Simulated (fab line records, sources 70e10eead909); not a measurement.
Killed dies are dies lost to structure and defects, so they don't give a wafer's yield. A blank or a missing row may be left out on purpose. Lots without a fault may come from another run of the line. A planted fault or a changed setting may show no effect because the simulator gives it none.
Chamber matching | flow nand_harc | NHARC_P_M1_CMP_23 on cmp-04: 4 sister chambers
The step polishes, t overpolish 20 s, target thk 157.82 nm. 14 wafers are shown with their chamber, then 7 later ones without.

WAFERS WITH THEIR CHAMBER
wafer  | chamber | motor_current_A (A) | time_to_endpoint_s (s)
L325.1 | 0       | 11.2                | 32
L325.4 | 3       | 14.5                | 26
L325.6 | 2       | 12.8                | 27
L327.2 | 2       | 12.3                | 28
L327.5 | 2       | 12.8                | 31
L327.6 | 1       | 12.1                | 26
L334.1 | 0       | 11.4                | 31
L334.2 | 1       | 11.4                | 26
L334.4 | 2       | 13.0                | 27
L339.3 | 0       | 11.6                | 31
L339.4 | 2       | 12.0                | 28
L339.6 | 1       | 10.9                | 24
L338.1 | 3       | 14.8                | 26
L338.2 | 1       | 11.7                | 21

SIGNATURES (means of the wafers above)
reading            | chamber 0 | chamber 1 | chamber 2 | chamber 3 | scatter within a chamber
motor_current_A    | 11.400    | 11.525    | 12.580    | 14.650    | 0.398
time_to_endpoint_s | 31.33     | 24.25     | 28.20     | 26.00     | 1.68
Rule: a wafer's distance from a chamber is the root of the sum, over the readings, of the square of ((its reading less the chamber's mean) divided by the reading's scatter). The wafer belongs to the nearest chamber; if the next one is less than 2 further off, it can't be placed. The scatter: the root of (the sum of the squares of (reading less its chamber's mean) over the shown wafers, divided by (wafers less chambers)).

WAFERS WITHOUT THEIR CHAMBER
wafer  | motor_current_A (A) | time_to_endpoint_s (s)
L338.6 | 11.5                | 30
L346.1 | 12.2                | 29
L346.2 | 12.4                | 30
L346.5 | 11.6                | 26
L348.1 | 12.4                | 31
L348.2 | 10.7                | 29
L348.3 | 14.4                | 32

WHICH CHAMBER EACH WENT THROUGH
wafer  | from the rows above     | in truth
L338.6 | 0                       | 0
L346.1 | can't be placed: 2 or 0 | 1
L346.2 | can't be placed: 2 or 0 | 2
L346.5 | can't be placed: 1 or 2 | 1
L348.1 | can't be placed: 2 or 0 | 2
L348.2 | can't be placed: 0 or 1 | 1
L348.3 | can't be placed: 3 or 2 | 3
Placed correctly: 1 of 7. Can't be placed from these rows: 6 (the true chamber is among the candidates in 5). Placed wrongly: 0.
